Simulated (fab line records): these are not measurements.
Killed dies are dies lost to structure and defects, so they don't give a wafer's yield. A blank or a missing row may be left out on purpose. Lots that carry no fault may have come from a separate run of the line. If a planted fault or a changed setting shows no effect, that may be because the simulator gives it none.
fab line records ; flow n5_finfet
record: lots: 7; wafers: 21
route steps=1938 shown FIN_SAQP@100 FIN_CUT@155 DUMMY_GATE@222 SD_EPI_N@262
start_h: the number of hours between the record's first day and the start of the first shown wafer of the lot ; wait_h: how many hours have passed since the lot's step before this one ; " repeats the value in the row above ; L1.1+2: several wafers, shown together as one row ; - value missing, or start not given ; * or withheld: withheld ; < > ~ a bound
route shown NAME@n: names a module that has steps shown in the file, with the first one's number in the route ; usual: the fault-free wafers' mean and standard deviation ; same: alike in all rows ; chamber/n: place in a boat ; sites: each site's reading ; _std_site: the standard deviation of these ; _edge_site: inner sites' mean taken away from outer sites' mean ; radius_mm: for every site, how far away it sits from the centre of the wafer ; mask NAME#n: copy n ; behind: the tool/chamber that last shaped the wafer ; hold: cause of the lot's hold/its duration in hours/its outcome ; device: the n, p or np transistor that did not switch ; end of line: the same wafers' tests at the end of the route ; where a step has no rows: the recipe by itself ; killed: the dies lost at the first sort to structure and to defects; this is not the yield of the wafer ; map: a wafer's dies, x killed, . not, _ none there
set.NAME: the setting that was run; set.NAME@STEP: the one run at that earlier step ; model.NAME: the simulator's own value behind a step, which no gauge read
one table per step and one row per wafer, for lots whose settings were changed on purpose
== steps ==
step: N5_FIN_SAQP_PECVD_06
recipe: material: a-Si; target_thk_a: 600; temp_c: 400; precursor: SiH4/He; pressure_torr: 3; rf_w: 100; time_s: 48.1
lot.wafer;tool;chamber;start_h;wait_h;set.time_s;model.a-Si_of_FIN_SAQP_PECVD_06.thk_nm
L074.1;pecvd-04;1;21.10;0.0;53.03;66.32
L074.3;pecvd-04;0;21.10;0.0;48.1;59.45
L074.5;pecvd-04;0;21.10;0.0;53.03;67.35
L077.1;pecvd-04;1;39.90;0.0;48.1;59.73
L077.3;pecvd-04;0;39.90;0.0;51.35;63.9
L077.6;pecvd-04;1;39.90;0.0;51.35;65.6
L079.1;pecvd-01;0;54.19;0.0;48.1;58.73
L079.3+6;pecvd-01;1,0;54.19;0.0;48.1;59.53
L083.1;pecvd-02;2;76.33;0.0;48.1;59.47
L083.5;pecvd-02;0;76.33;0.0;48.1;60.6
L083.6;pecvd-02;1;76.33;0.0;42.32;52.3
L086.1;pecvd-02;1;94.17;0.0;44.63;56.65
L086.2;pecvd-02;0;94.17;0.0;48.1;60.96
L086.3;pecvd-02;2;94.17;0.0;48.1;60.92
L087.1;pecvd-01;0;101.08;0.0;48.1;58.88
L087.5;pecvd-01;0;101.08;0.0;44.76;55.53
L087.6;pecvd-01;1;101.08;0.0;44.76;56.08
L095.1;pecvd-04;1;146.93;0.0;41.69;51.1
L095.3;pecvd-04;2;146.93;0.0;48.1;58.47
L095.4;pecvd-04;1;146.93;0.0;48.1;60.6
step: N5_FIN_SAQP_THK_MEAS_07
usual: thk_nm: 60.1/0.88
lot.wafer;tool;chamber;start_h;wait_h;set.time_s@FIN_SAQP_PECVD_06;thk_nm
L074.1;film_metro-01;-;21.19;0.1;53.03;66.3
L074.3;film_metro-01;-;21.19;0.1;48.1;59.4
L074.5;film_metro-01;-;21.19;0.1;53.03;67.4
L077.1;film_metro-01;-;39.99;0.1;48.1;59.7
L077.3;film_metro-01;-;39.99;0.1;51.35;63.9
L077.6;film_metro-01;-;39.99;0.1;51.35;65.6
L079.1;film_metro-02;-;54.28;0.1;48.1;58.7
L079.3;film_metro-02;-;54.28;0.1;48.1;59.6
L079.6;film_metro-02;-;54.28;0.1;48.1;59.5
L083.1;film_metro-02;-;76.42;0.1;48.1;59.5
L083.5;film_metro-02;-;76.42;0.1;48.1;60.6
L083.6;film_metro-02;-;76.42;0.1;42.32;52.3
L086.1;film_metro-02;-;94.26;0.1;44.63;56.6
L086.2;film_metro-02;-;94.26;0.1;48.1;61.0
L086.3;film_metro-02;-;94.26;0.1;48.1;60.9
L087.1;film_metro-02;-;101.17;0.1;48.1;58.9
L087.5;film_metro-02;-;101.17;0.1;44.76;55.6
L087.6;film_metro-02;-;101.17;0.1;44.76;56.0
L095.1;film_metro-02;-;147.02;0.1;41.69;51.1
L095.3;film_metro-02;-;147.02;0.1;48.1;58.5
L095.4;film_metro-02;-;147.02;0.1;48.1;60.6
step: N5_FIN_SAQP_PEB_14
recipe: peb_temp_c: withheld; peb_time_s: 60; resist: CAR-ArF
lot.wafer;tool;chamber;start_h;wait_h;set.peb_time_s
L074.1+3+5;litho_track-05;0;21.48;0.1;60
L077.1+3+6;litho_track-05;0;40.29;0.1;60
L079.1+3+6;litho_track-05;0;54.57;0.1;60
L083.1+5+6;litho_track-05;0;76.83;0.1;60
L086.1+2;litho_track-01;0;94.68;0.1;71.64
L086.3;litho_track-01;0;94.68;0.1;60
L087.1+5+6;litho_track-02;0;101.46;0.1;60
L095.1;litho_track-05;0;147.31;0.1;60
L095.3+4;litho_track-05;0;147.31;0.1;71.57
step: N5_FIN_SAQP_DEVELOP_15
recipe: develop_time_s: 30; developer: TMAH; resist: CAR-ArF; dev_temp_c: 23; rinse_liquid: diw; dry: air_spin
step: N5_FIN_SAQP_CD_MEAS_16
recipe: target_cd_nm: 35.6; landing_energy_ev: 500; detector: se_inlens
usual: cd_nm: 35.6/0.51
lot.wafer;tool;chamber;start_h;wait_h;set.peb_time_s@FIN_SAQP_PEB_14;cd_nm
L074.1;cd_sem-03;0;21.55;-;60;36.0
L074.3;cd_sem-03;0;21.55;-;60;36.5
L074.5;cd_sem-03;0;21.55;-;60;36.2
L077.1;cd_sem-02;0;40.35;-;60;35.9
L077.3;cd_sem-02;0;40.35;-;60;35.9
L077.6;cd_sem-02;0;40.35;-;60;35.8
L079.1;cd_sem-03;0;54.64;-;60;35.4
L079.3;cd_sem-03;0;54.64;-;60;35.5
L079.6;cd_sem-03;0;54.64;-;60;35.2
L083.1;cd_sem-03;0;76.90;-;60;35.6
L083.5;cd_sem-03;0;76.90;-;60;36.5
L083.6;cd_sem-03;0;76.90;-;60;36.4
L086.1;cd_sem-03;0;94.74;-;71.64;32.6
L086.2;cd_sem-03;0;94.74;-;71.64;32.9
L086.3;cd_sem-03;0;94.74;-;60;34.6
L087.1;cd_sem-02;0;101.53;-;60;35.7
L087.5;cd_sem-02;0;101.53;-;60;35.7
L087.6;cd_sem-02;0;101.53;-;60;35.6
L095.1;cd_sem-02;0;147.38;-;60;36.2
L095.3;cd_sem-02;0;147.38;-;71.57;33.7
L095.4;cd_sem-02;0;147.38;-;71.57;33.6
step: N5_FIN_SAQP_ETCH_52
recipe: chemistry: N2/H2; target: SOC; target_depth_a: 1000; overetch_a: 200; mask_material: SiARC; temp_c: 40; time_s: 150; ion_energy_ev: 200; pressure_mtorr: 30; source_w: 840; bias_w: 150; n2_flow_sccm: 200; h2_flow_sccm: 200; ends: end_point
step: N5_FIN_SAQP_STRIP_53
recipe: chemistry: N2/H2; temp_c: 40; n2_flow_sccm: 200; h2_flow_sccm: 200; rf_frequency_hz: 6e+07
step: N5_FIN_SAQP_HM_OPEN_73
recipe: chemistry: CHF3/O2; target: SiO2; stop_on: a-Si; target_depth_a: 120; over_etch_frac: 1.8; mask_material: SOC; time_s: 16.8; pressure_mtorr: 30; source_w: 650; bias_w: 170; Ar_flow_sccm: 200; CHF3_flow_sccm: 50; O2_flow_sccm: 5; ion_energy_ev: 200; ends: end_point
lot.wafer;tool;chamber;start_h;wait_h;set.time_s@FIN_SAQP_PECVD_06;model.a-Si_of_FIN_SAQP_PECVD_06.thk_nm
L074.1;rie_diel-01;3;22.30;0.0;53.03;66.32
L074.3;rie_diel-01;1;22.30;0.0;48.1;59.45
L074.5;rie_diel-01;2;22.30;0.0;53.03;67.35
L077.1;rie_diel-04;2;41.28;0.0;48.1;59.64
L077.3;rie_diel-04;3;41.28;0.0;51.35;63.87
L077.6;rie_diel-04;3;41.28;0.0;51.35;65.58
L079.1;rie_diel-04;3;55.83;0.0;48.1;58.71
L079.3+6;rie_diel-04;1;55.83;0.0;48.1;59.53
L083.1;rie_diel-01;2;77.20;0.0;48.1;59.47
L083.5;rie_diel-01;1;77.20;0.0;48.1;60.6
L083.6;rie_diel-01;3;77.20;0.0;42.32;52.3
L086.1;rie_diel-06;2;95.23;0.0;44.63;56.47
L086.2;rie_diel-06;0;95.23;0.0;48.1;60.96
L086.3;rie_diel-06;3;95.23;0.0;48.1;60.91
L087.1;rie_diel-04;1;101.87;0.0;48.1;58.88
L087.5;rie_diel-04;1;101.87;0.0;44.76;55.53
L087.6;rie_diel-04;2;101.87;0.0;44.76;55.99
L095.1;rie_diel-04;2;147.79;0.0;41.69;51.02
L095.3;rie_diel-04;1;147.79;0.0;48.1;58.47
L095.4;rie_diel-04;3;147.79;0.0;48.1;60.58
step: N5_FIN_SAQP_STRIP_74
recipe: chemistry: CHF3/O2; resist: SiARC; rf_frequency_hz: 6e+07
step: N5_FIN_SAQP_MANDREL_ETCH_22
recipe: target_depth_a: 600; chemistry: HBr/Cl2; target: a-Si; stop_on: SiNx; bt_time_s: 10; over_etch_frac: 0.5; time_s: 30; pressure_mtorr: 10; icp_w: 800; bias_w: 75; HBr_flow_sccm: 150; Cl2_flow_sccm: 80; ends: end_point
usual: oes_product_au: 0.767/0.014
lot.wafer;tool;chamber;start_h;wait_h;set.time_s@FIN_SAQP_PECVD_06;oes_product_au;model.etch.depth_nm
L074.1;rie_si-06;3;22.38;0.0;53.03;0.830;66.32
L074.3;rie_si-06;2;22.38;0.0;48.1;0.765;59.45
L074.5;rie_si-06;3;22.38;0.0;53.03;0.833;67.35
L077.1;rie_si-04;2;41.36;0.0;48.1;0.777;59.64
L077.3;rie_si-04;1;41.36;0.0;51.35;0.802;63.87
L077.6;rie_si-04;1;41.36;0.0;51.35;0.818;65.58
L079.1;rie_si-06;1;55.92;0.0;48.1;0.747;58.71
L079.3;rie_si-06;0;55.92;0.0;48.1;0.742;59.53
L079.6;rie_si-06;1;55.92;0.0;48.1;0.751;59.53
L083.1;rie_si-03;3;77.28;0.0;48.1;0.761;59.47
L083.5;rie_si-03;2;77.28;0.0;48.1;0.780;60.6
L083.6;rie_si-03;3;77.28;0.0;42.32;0.711;52.3
L086.1;rie_si-04;3;95.31;0.0;44.63;0.746;56.47
L086.2;rie_si-04;0;95.31;0.0;48.1;0.769;60.96
L086.3;rie_si-04;1;95.31;0.0;48.1;0.778;60.91
L087.1;rie_si-06;3;101.96;0.0;48.1;0.776;58.88
L087.5;rie_si-06;3;101.96;0.0;44.76;0.749;55.53
L087.6;rie_si-06;2;101.96;0.0;44.76;0.745;55.99
L095.1;rie_si-06;0;147.88;0.0;41.69;0.676;51.02
L095.3;rie_si-06;1;147.88;0.0;48.1;0.737;58.47
L095.4;rie_si-06;3;147.88;0.0;48.1;0.787;60.58
step: N5_FIN_CUT_COAT_19
recipe: resist: SiARC; temp_c: 220; time_s: 60; spin_rpm: 1500; resist_thk_nm: 20
lot.wafer;tool;chamber;start_h;wait_h;set.spin_rpm;model.SiARC_of_FIN_CUT_COAT_19.thk_nm
L074.1+3+5;litho_track-04;0;-;-;1500;20
L077.1+6;litho_track-04;0;-;-;1500;20
L077.3;litho_track-04;0;-;-;1544;19.8
L079.1+3+6;litho_track-04;0;-;-;1500;20
L083.1+6;litho_track-02;0;-;-;1428;20.4
L083.5;litho_track-02;0;-;-;1500;20
L086.1+2;litho_track-03;0;-;-;1571;19.6
L086.3;litho_track-03;0;-;-;1500;20
L087.1+6;litho_track-04;0;-;-;1557;19.6
L087.5;litho_track-04;0;-;-;1500;20
L095.1+3;litho_track-04;0;-;-;1336;21.2
L095.4;litho_track-04;0;-;-;1500;20.2
step: N5_FIN_CUT_EXPOSE_05
recipe: mask_id: FIN_CUT; na: 0.33; source_shape: annular; sigma_inner: 0.35; sigma_outer: 0.8; polarization: unpolarized; dose_mj: 45.75
lot.wafer;tool;chamber;start_h;wait_h;mask;set.dose_mj
L074.1+3;euv_scanner-02;0;27.80;-;FIN_CUT#0;45.75
L074.5;euv_scanner-02;0;27.80;-;FIN_CUT#0;46.89
L077.1+3+6;euv_scanner-02;0;46.75;-;FIN_CUT#0;45.75
L079.1+3+6;euv_scanner-02;0;61.42;-;FIN_CUT#0;45.75
L083.1+6;euv_scanner-02;0;81.68;-;FIN_CUT#0;45.75
L083.5;euv_scanner-02;0;81.68;-;FIN_CUT#0;49.11
L086.1+2+3;euv_scanner-02;0;99.92;-;FIN_CUT#0;45.75
L087.1+5;euv_scanner-01;0;106.52;-;FIN_CUT#0;48.57
L087.6;euv_scanner-01;0;106.52;-;FIN_CUT#0;45.75
L095.1+4;euv_scanner-02;0;152.08;-;FIN_CUT#0;45.75
L095.3;euv_scanner-02;0;152.08;-;FIN_CUT#0;48.45
step: N5_FIN_CUT_PEB_06
recipe: peb_temp_c: 100; peb_time_s: 60; resist: CAR-EUV
step: N5_FIN_CUT_DEVELOP_07
recipe: develop_time_s: 30; developer: TMAH; resist: CAR-EUV; rinse_liquid: surfactant_rinse; dry: air_spin; dev_temp_c: 23
step: N5_FIN_CUT_DESCUM_13
recipe: chemistry: O2; time_s: 7; source_power_w: 50; bias_power_w: 20; pressure_mtorr: 20; rf_frequency_hz: 2.712e+07; temp_c: 40; resist: CAR-EUV; o2_flow_sccm: 225
step: N5_FIN_CUT_ETCH_30
recipe: chemistry: N2/H2; target: underlayer; target_depth_a: 130; mask_material: CAR-EUV; time_s: 10.4; ion_energy_ev: 200; pressure_mtorr: 30; source_w: 840; bias_w: 150; n2_flow_sccm: 200; h2_flow_sccm: 200; ends: cleared
lot.wafer;tool;chamber;start_h;wait_h;set.dose_mj@FIN_CUT_EXPOSE_05;model.FIN_CUT.cd_offset_nm
L074.1+3;rie_diel-05;3,1;28.09;0.0;45.75;0
L074.5;rie_diel-05;3;28.09;0.0;46.89;0.6
L077.1;rie_diel-03;3;47.04;0.0;45.75;-0.2
L077.3+6;rie_diel-03;2;47.04;0.0;45.75;0
L079.1;rie_diel-05;0;61.71;0.0;45.75;0
L079.3+6;rie_diel-05;3,0;61.71;0.0;45.75;-0.2
L083.1+6;rie_diel-02;1,3;81.97;0.0;45.75;0
L083.5;rie_diel-02;0;81.97;0.0;49.11;1.4
L086.1+2+3;rie_diel-02;0,1,1;100.23;0.0;45.75;0.2
L087.1;rie_diel-03;3;106.81;0.0;48.57;1.2
L087.5;rie_diel-03;2;106.81;0.0;48.57;1
L087.6;rie_diel-03;3;106.81;0.0;45.75;0
L095.1;rie_diel-05;2;152.55;0.0;45.75;-0.2
L095.3;rie_diel-05;3;152.55;0.0;48.45;1
L095.4;rie_diel-05;0;152.55;0.0;45.75;0.2
step: N5_FIN_CUT_ETCH_20
recipe: chemistry: CF4; target: SiARC; target_depth_a: 260; mask_material: CAR-EUV; time_s: 43.3; ion_energy_ev: 80; pressure_mtorr: 40; source_w: 545; bias_w: 36; Ar_flow_sccm: 100; cf4_flow_sccm: 100; ends: cleared
lot.wafer;tool;chamber;start_h;wait_h;set.spin_rpm@FIN_CUT_COAT_19;set.dose_mj@FIN_CUT_EXPOSE_05;model.FIN_CUT.cd_offset_nm;model.etch.depth_nm
L074.1;rie_diel-05;3;28.11;0.0;1500;45.75;0;20.01
L074.3;rie_diel-05;1;28.11;0.0;1500;45.75;0;19.99
L074.5;rie_diel-05;3;28.11;0.0;1500;46.89;0.6;19.99
L077.1;rie_diel-03;3;47.06;0.0;1500;45.75;-0.4;20.01
L077.3;rie_diel-03;2;47.06;0.0;1544;45.75;0;19.72
L077.6;rie_diel-03;2;47.06;0.0;1500;45.75;0;20
L079.1;rie_diel-05;0;61.73;0.0;1500;45.75;-0.2;19.91
L079.3;rie_diel-05;3;61.73;0.0;1500;45.75;-0.4;19.95
L079.6;rie_diel-05;0;61.73;0.0;1500;45.75;-0.2;20
L083.1;rie_diel-02;1;81.99;0.0;1428;45.75;0.2;20.45
L083.5;rie_diel-02;0;81.99;0.0;1500;49.11;1.2;19.96
L083.6;rie_diel-02;3;81.99;0.0;1428;45.75;0.2;20.48
L086.1;rie_diel-02;0;100.26;0.0;1571;45.75;-0.2;19.57
L086.2;rie_diel-02;1;100.26;0.0;1571;45.75;0.2;19.54
L086.3;rie_diel-02;1;100.26;0.0;1500;45.75;0.4;20.01
L087.1;rie_diel-03;3;106.83;0.0;1557;48.57;1;19.62
L087.5;rie_diel-03;2;106.83;0.0;1500;48.57;0.8;20
L087.6;rie_diel-03;3;106.83;0.0;1557;45.75;-0.4;19.61
L095.1;rie_diel-05;2;152.57;0.0;1336;45.75;0;21.29
L095.3;rie_diel-05;3;152.57;0.0;1336;48.45;1;21.3
L095.4;rie_diel-05;0;152.57;0.0;1500;45.75;0;20.11
step: N5_DUMMY_GATE_COAT_34
recipe: resist: SOC; temp_c: 250; time_s: 60; spin_rpm: 1500; resist_thk_nm: 60
lot.wafer;tool;chamber;start_h;wait_h;set.spin_rpm;model.SOC_of_DUMMY_GATE_COAT_34.thk_nm
L074.1+3;litho_track-01;0;48.14;0.0;1500;60
L074.5;litho_track-01;0;48.14;0.0;1500;59.8
L077.1+6;litho_track-04;0;65.46;0.1;1500;60
L077.3;litho_track-04;0;65.46;0.1;1630;57.6
L079.1+3;litho_track-04;0;79.76;0.0;1500;60.2
L079.6;litho_track-04;0;79.76;0.0;1500;60.4
L083.1;litho_track-05;0;101.93;0.0;1415;61.4
L083.5+6;litho_track-05;0;101.93;0.0;1500;59.8
L086.1+2+3;litho_track-01;0;118.40;0.0;1500;60
L087.1+5;litho_track-05;0;125.62;0.0;1500;60
L087.6;litho_track-05;0;125.62;0.0;1380;62.6
L095.1+4;litho_track-01;0;170.65;0.0;1626;57.8
L095.3;litho_track-01;0;170.65;0.0;1500;60.2
step: N5_DUMMY_GATE_EXPOSE_12
recipe: mask_id: GATE; na: 0.33; source_shape: annular; sigma_inner: 0.2; sigma_outer: 0.6; polarization: unpolarized; target_cd_nm: 25; dose_mj: 34
lot.wafer;tool;chamber;start_h;wait_h;mask;set.dose_mj
L074.1;euv_scanner-02;0;48.28;-;GATE#0;34
L074.3+5;euv_scanner-02;0;48.28;-;GATE#0;35.78
L077.1+3+6;euv_scanner-02;0;65.72;-;GATE#0;34
L079.1+3+6;euv_scanner-02;0;79.89;-;GATE#0;34
L083.1;euv_scanner-01;0;102.19;-;GATE#0;35.4
L083.5+6;euv_scanner-01;0;102.19;-;GATE#0;34
L086.1;euv_scanner-02;0;118.66;-;GATE#0;34
L086.2+3;euv_scanner-02;0;118.66;-;GATE#0;32.22
L087.1+6;euv_scanner-01;0;125.88;-;GATE#0;35.96
L087.5;euv_scanner-01;0;125.88;-;GATE#0;34
L095.1+3;euv_scanner-01;0;170.92;-;GATE#0;34
L095.4;euv_scanner-01;0;170.92;-;GATE#0;34.64
step: N5_DUMMY_GATE_PEB_13
recipe: peb_temp_c: 100; peb_time_s: 60; resist: CAR-EUV
step: N5_DUMMY_GATE_DEVELOP_14
recipe: develop_time_s: 30; developer: TMAH; resist: CAR-EUV; rinse_liquid: surfactant_rinse; dry: air_spin; dev_temp_c: 23
step: N5_DUMMY_GATE_ETCH_29
recipe: chemistry: N2/H2; target: underlayer; target_depth_a: 130; ion_energy_ev: 200; pressure_mtorr: 30; source_w: 840; bias_w: 150; n2_flow_sccm: 200; h2_flow_sccm: 200
step: N5_DUMMY_GATE_ETCH_36
recipe: chemistry: CF4; target: SiARC; target_depth_a: 130; pressure_mtorr: 40; source_w: 545; bias_w: 36; Ar_flow_sccm: 100; cf4_flow_sccm: 100; ion_energy_ev: 80
step: N5_DUMMY_GATE_ETCH_37
recipe: chemistry: N2/H2; target: SOC; target_depth_a: 600; overetch_a: 300; temp_c: 40; ion_energy_ev: 200; pressure_mtorr: 30; source_w: 840; bias_w: 150; n2_flow_sccm: 200; h2_flow_sccm: 200
lot.wafer;tool;chamber;start_h;wait_h;set.spin_rpm@DUMMY_GATE_COAT_34;model.etch.depth_nm
L074.1;rie_diel-03;3;48.68;0.0;1500;59.94
L074.3;rie_diel-03;1;48.68;0.0;1500;60.09
L074.5;rie_diel-03;3;48.68;0.0;1500;59.83
L077.1;rie_diel-02;0;66.13;0.0;1500;59.93
L077.3;rie_diel-02;1;66.13;0.0;1630;57.65
L077.6;rie_diel-02;2;66.13;0.0;1500;60
L079.1;rie_diel-03;1;80.30;0.0;1500;60.11
L079.3;rie_diel-03;2;80.30;0.0;1500;60.28
L079.6;rie_diel-03;0;80.30;0.0;1500;60.41
L083.1;rie_diel-02;1;102.60;0.0;1415;61.43
L083.5;rie_diel-02;3;102.60;0.0;1500;59.82
L083.6;rie_diel-02;0;102.60;0.0;1500;59.84
L086.1+2;rie_diel-05;3,0;119.07;0.0;1500;59.96
L086.3;rie_diel-05;1;119.07;0.0;1500;60
L087.1;rie_diel-02;1;126.28;0.0;1500;60.07
L087.5;rie_diel-02;1;126.28;0.0;1500;60.02
L087.6;rie_diel-02;2;126.28;0.0;1380;62.6
L095.1;rie_diel-05;1;171.32;0.0;1626;57.81
L095.3;rie_diel-05;0;171.32;0.0;1500;60.2
L095.4;rie_diel-05;3;171.32;0.0;1626;57.82
step: N5_DUMMY_GATE_STRIP_38
recipe: chemistry: N2/H2; temp_c: 40; n2_flow_sccm: 200; h2_flow_sccm: 200; rf_frequency_hz: 6e+07
step: N5_DUMMY_GATE_STRIP_39
recipe: chemistry: N2/H2; temp_c: 40; n2_flow_sccm: 200; h2_flow_sccm: 200; rf_frequency_hz: 6e+07
step: N5_DUMMY_GATE_STRIP_40
recipe: chemistry: CF4; resist: SiARC; power_w: 300; bias_power_w: 75; pressure_mtorr: 50; cf4_flow_sccm: 150; rf_frequency_hz: 6e+07
step: N5_DUMMY_GATE_ETCH_31
recipe: chemistry: C4F6/O2; target: SiO2; mask_material: SOC; target_depth_a: 825; time_s: 27.5; ion_energy_ev: 250; pressure_mtorr: 30; source_w: 345; bias_w: 185; Ar_flow_sccm: 300; C4F6_flow_sccm: 10; O2_flow_sccm: 10
lot.wafer;tool;chamber;start_h;wait_h;set.spin_rpm@DUMMY_GATE_COAT_34;model.SOC_of_DUMMY_GATE_COAT_34.thk_nm
L074.1+5;rie_diel-02;0;48.97;0.0;1500;51
L074.3;rie_diel-02;2;48.97;0.0;1500;51.6
L077.1;rie_diel-03;0;66.47;0.0;1500;51.6
L077.3;rie_diel-03;1;66.47;0.0;1630;49.4
L077.6;rie_diel-03;1;66.47;0.0;1500;51.8
L079.1;rie_diel-02;0;80.57;0.0;1500;51.2
L079.3;rie_diel-02;2;80.57;0.0;1500;51.8
L079.6;rie_diel-02;2;80.57;0.0;1500;52
L083.1;rie_diel-03;0;102.88;0.0;1415;53.2
L083.5+6;rie_diel-03;0,1;102.88;0.0;1500;51.6
L086.1+3;rie_diel-02;1,2;119.35;0.0;1500;51.6
L086.2;rie_diel-02;0;119.35;0.0;1500;51
L087.1;rie_diel-02;2;126.56;0.0;1500;51.8
L087.5;rie_diel-02;0;126.56;0.0;1500;51.2
L087.6;rie_diel-02;1;126.56;0.0;1380;54.2
L095.1;rie_diel-05;2;171.60;0.0;1626;49.4
L095.3;rie_diel-05;3;171.60;0.0;1500;51.6
L095.4;rie_diel-05;0;171.60;0.0;1626;49.8
step: N5_SD_EPI_N_COAT_32
recipe: resist: SOC; temp_c: 250; time_s: 60; spin_rpm: 1500; resist_thk_nm: 350
lot.wafer;tool;chamber;start_h;wait_h;set.spin_rpm;model.SOC_of_SD_EPI_N_COAT_32.thk_nm
L074.1;litho_track-03;0;50.73;0.0;1636;334.2
L074.3;litho_track-03;0;50.73;0.0;1636;334.4
L074.5;litho_track-03;0;50.73;0.0;1500;349
L077.1;litho_track-02;0;67.85;0.0;1344;368.8
L077.3;litho_track-02;0;67.85;0.0;1344;368.6
L077.6;litho_track-02;0;67.85;0.0;1500;348.4
L079.1;litho_track-02;0;82.04;0.0;1500;349.8
L079.3;litho_track-02;0;82.04;0.0;1500;350.2
L079.6;litho_track-02;0;82.04;0.0;1500;349
L083.1;litho_track-03;0;104.25;0.0;1593;340.6
L083.5;litho_track-03;0;104.25;0.0;1593;340.4
L083.6;litho_track-03;0;104.25;0.0;1500;351.8
L086.1;litho_track-02;0;120.77;0.0;1500;349
L086.2;litho_track-02;0;120.77;0.0;1548;343.4
L086.3;litho_track-02;0;120.77;0.0;1548;344
L087.1;litho_track-05;0;127.93;0.0;1420;360.2
L087.5;litho_track-05;0;127.93;0.0;1500;350.6
L087.6;litho_track-05;0;127.93;0.0;1500;351
L095.1;litho_track-05;0;172.96;0.0;1407;361.6
L095.3;litho_track-05;0;172.96;0.0;1500;350.2
L095.4;litho_track-05;0;172.96;0.0;1500;349.8
== key ==
split: step: N5_FIN_SAQP_PECVD_06; setting: time_s; stated: 48.1; by: wafer
response: step: N5_FIN_SAQP_PECVD_06; reading: model.a-Si_of_FIN_SAQP_PECVD_06.thk_nm; change: +0.641; per: 1%; r: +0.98
response: step: N5_FIN_SAQP_THK_MEAS_07; reading: thk_nm; change: *; per: 1%; r: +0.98
response: step: N5_FIN_SAQP_HM_OPEN_73; reading: model.a-Si_of_FIN_SAQP_PECVD_06.thk_nm; change: +0.646; per: 1%; r: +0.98
response: step: N5_FIN_SAQP_MANDREL_ETCH_22; reading: oes_product_au; change: +0.00553; per: 1%; r: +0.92
response: step: N5_FIN_SAQP_MANDREL_ETCH_22; reading: model.etch.depth_nm; change: +0.646; per: 1%; r: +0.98
split: step: N5_FIN_SAQP_PEB_14; setting: peb_time_s; stated: 60; by: wafer
response: step: N5_FIN_SAQP_CD_MEAS_16; reading: cd_nm; change: -0.113; per: 1%; r: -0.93
split: step: N5_FIN_CUT_COAT_19; setting: spin_rpm; stated: 1500; by: wafer
response: step: N5_FIN_CUT_COAT_19; reading: model.SiARC_of_FIN_CUT_COAT_19.thk_nm; change: -0.0896; per: 1%; r: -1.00
response: step: N5_FIN_CUT_ETCH_20; reading: model.etch.depth_nm; change: -0.105; per: 1%; r: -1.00
split: step: N5_FIN_CUT_EXPOSE_05; setting: dose_mj; stated: 45.75; by: wafer
response: step: N5_FIN_CUT_ETCH_30; reading: model.FIN_CUT.cd_offset_nm; change: +0.184; per: 1%; r: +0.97
response: step: N5_FIN_CUT_ETCH_20; reading: model.FIN_CUT.cd_offset_nm; change: +0.171; per: 1%; r: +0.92
split: step: N5_DUMMY_GATE_COAT_34; setting: spin_rpm; stated: 1500; by: wafer
response: step: N5_DUMMY_GATE_COAT_34; reading: model.SOC_of_DUMMY_GATE_COAT_34.thk_nm; change: -0.293; per: 1%; r: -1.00
response: step: N5_DUMMY_GATE_ETCH_37; reading: model.etch.depth_nm; change: -0.288; per: 1%; r: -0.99
response: step: N5_DUMMY_GATE_ETCH_31; reading: model.SOC_of_DUMMY_GATE_COAT_34.thk_nm; change: -0.279; per: 1%; r: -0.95
split: step: N5_DUMMY_GATE_EXPOSE_12; setting: dose_mj; stated: 34; by: wafer
response none clear
split: step: N5_SD_EPI_N_COAT_32; setting: spin_rpm; stated: 1500; by: wafer
response: step: N5_SD_EPI_N_COAT_32; reading: model.SOC_of_SD_EPI_N_COAT_32.thk_nm; change: -1.81; per: 1%; r: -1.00
